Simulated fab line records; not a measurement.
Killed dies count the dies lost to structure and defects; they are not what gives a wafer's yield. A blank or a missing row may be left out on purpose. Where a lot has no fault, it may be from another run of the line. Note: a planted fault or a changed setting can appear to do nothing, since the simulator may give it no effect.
Split-lot experiment    flow n5Finfet    39 wafers read across 7 lots, on a route 1938 steps long

== THE SPLIT ITSELF ==
At N5_SD_EPI_N_EPI_21 (deposits Si:P, time 690 s), the setting timeS was moved away from the recipe's 690 s on 12 of the 39 wafers read, by -16.9% to +19.9%. The other wafers ran this setting at the recipe's value.

== FROM THE SPLIT TO THE READING: what the file shows between them, 9 steps ==
- N5_SD_EPI_N_EPI_MEAS_23
- N5_SD_EPI_N_PRECLEAN_24: cleans in O3/DIW, time 60 s
- N5_SD_EPI_N_SRD_25: time 30 s
- N5_SD_EPI_P_EPI_21: deposits SiGe:B, time 355 s
- N5_SD_EPI_P_HM_STRIP_48: strips SiNx in H3PO4, material SiNx, target depth 3 nm
- N5_SD_EPI_P_SRD_49: time 30 s
- N5_SD_EPI_P_PRECLEAN_24: cleans in O3/DIW, time 45 s
- N5_SD_ACTIVATION_RTA_00: time 0 s
- N5_SD_ACTIVATION_LSA_01: time 0.0008 s

== THE READING ==
RS_SD_N (ohm/sq), read at N5_SD_ACTIVATION_RS_MEAS_03 with a four-point probe. On this fab line, fault-free wafers typically give 21.9 ohm/sq with a standard deviation of 0.38 ohm/sq.

wafer   tool, chamber at the split  timeS as run, s  against the recipe  RS_SD_N, ohm/sq  against lot-mates on the recipe
L078.2  epiRpcvd-01, 0              690              recipe              21.8             -
L078.4  epiRpcvd-01, 0              690              recipe              21.9             -
L078.5  epiRpcvd-01, 0              690              recipe              22.0             -
L080.1  epiRpcvd-04, 0              690              recipe              22.2             -
L080.2  epiRpcvd-04, 0              690              recipe              22.5             -
L080.3  epiRpcvd-04, 0              827              +19.9%              19.7             -2.6
L080.4  epiRpcvd-04, 0              690              recipe              22.3             -
L080.5  epiRpcvd-04, 0              827              +19.9%              19.6             -2.7
L080.6  epiRpcvd-04, 0              827              +19.9%              19.9             -2.4
L081.1  epiRpcvd-04, 0              690              recipe              21.9             -
L081.2  epiRpcvd-04, 0              690              recipe              22.1             -
L081.3  epiRpcvd-04, 0              690              recipe              22.2             -
L081.4  epiRpcvd-04, 0              690              recipe              21.6             -
L081.5  epiRpcvd-04, 0              690              recipe              21.9             -
L081.6  epiRpcvd-04, 0              690              recipe              21.8             -
L085.1  epiRpcvd-04, 0              573.2            -16.9%              25.4             +2.8
L085.2  epiRpcvd-04, 0              690              recipe              22.6             -
L085.3  epiRpcvd-04, 0              573.2            -16.9%              25.5             +2.9
L085.4  epiRpcvd-04, 0              690              recipe              22.4             -
L085.5  epiRpcvd-04, 0              690              recipe              22.7             -
L085.6  epiRpcvd-04, 0              573.2            -16.9%              25.7             +3.1
L086.1  epiRpcvd-03, 0              592              -14.2%              24.0             +2.5
L086.2  epiRpcvd-03, 0              690              recipe              21.5             -
L086.3  epiRpcvd-03, 0              690              recipe              21.6             -
L086.4  epiRpcvd-03, 0              592              -14.2%              24.3             +2.8
L086.5  epiRpcvd-03, 0              592              -14.2%              23.7             +2.2
L086.6  epiRpcvd-03, 0              690              recipe              21.4             -
L089.1  epiRpcvd-03, 0              690              recipe              21.9             -
L089.2  epiRpcvd-03, 0              690              recipe              22.0             -
L089.3  epiRpcvd-03, 0              690              recipe              22.1             -
L089.4  epiRpcvd-03, 0              690              recipe              22.0             -
L089.5  epiRpcvd-03, 0              690              recipe              21.8             -
L089.6  epiRpcvd-03, 0              690              recipe              22.3             -
L096.1  epiRpcvd-04, 0              690              recipe              21.7             -
L096.2  epiRpcvd-04, 0              636.2            -7.8%               23.1             +1.3
L096.3  epiRpcvd-04, 0              636.2            -7.8%               23.1             +1.3
L096.4  epiRpcvd-04, 0              690              recipe              21.5             -
L096.5  epiRpcvd-04, 0              690              recipe              22.1             -
L096.6  epiRpcvd-04, 0              636.2            -7.8%               23.5             +1.7

THE FIT
A straight line over all 39 wafers: RS_SD_N changes by -0.149 ohm/sq for each +1% of timeS; r = -0.94; the points scatter about the line by 0.45 ohm/sq.
The same after taking each lot's own level away (the mean of its wafers on the recipe; 39 wafers): -0.156 ohm/sq for each +1%; r = -0.98; scatter 0.24 ohm/sq.
According to that fit, moving timeS by its largest amount changes the reading by 3.1 ohm/sq.
The span of the lots' own levels, 21.50 to 22.57 ohm/sq, comes to 2.8 times the standard deviation stated above.
The two slopes are in agreement: the lot-to-lot level therefore moves the slope only a little.
Check: with one of the wafers moved furthest among these (+19.9%) left out of the fit, the line predicts -3.07 ohm/sq for it against its lot-mates. Against them it came out at -2.63 ohm/sq.

== THE WHOLE CHAIN: every reading that the file lists as answering this split, in the file's order ==
step                         what it does                                            reading                                                                         change (the file's fit)                r (the file's)
N5_SD_EPI_N_EPI_21           deposits Si:P, time 690 s                               Si-P_of_SD_EPI_N_EPI_21.thkNm (the simulator's own value, which no gauge read)  +0.407 nm for each +1% of the setting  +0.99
N5_SD_EPI_N_EPI_MEAS_23                                                              thkNm                                                                           withheld for each +1% of the setting   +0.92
N5_SD_EPI_P_HM_STRIP_48      strips SiNx in H3PO4, material SiNx, target depth 3 nm  Si-P_of_SD_EPI_N_EPI_21.thkNm (the simulator's own value, which no gauge read)  +0.399 nm for each +1% of the setting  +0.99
N5_SD_ACTIVATION_RS_MEAS_03  measures by four-point-probe                            RS_SD_N                                                                         -0.157 for each +1% of the setting     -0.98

== THE FILE'S OWN FIT ==
RS_SD_N changes by -0.157 ohm/sq for each +1% of timeS, r = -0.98.
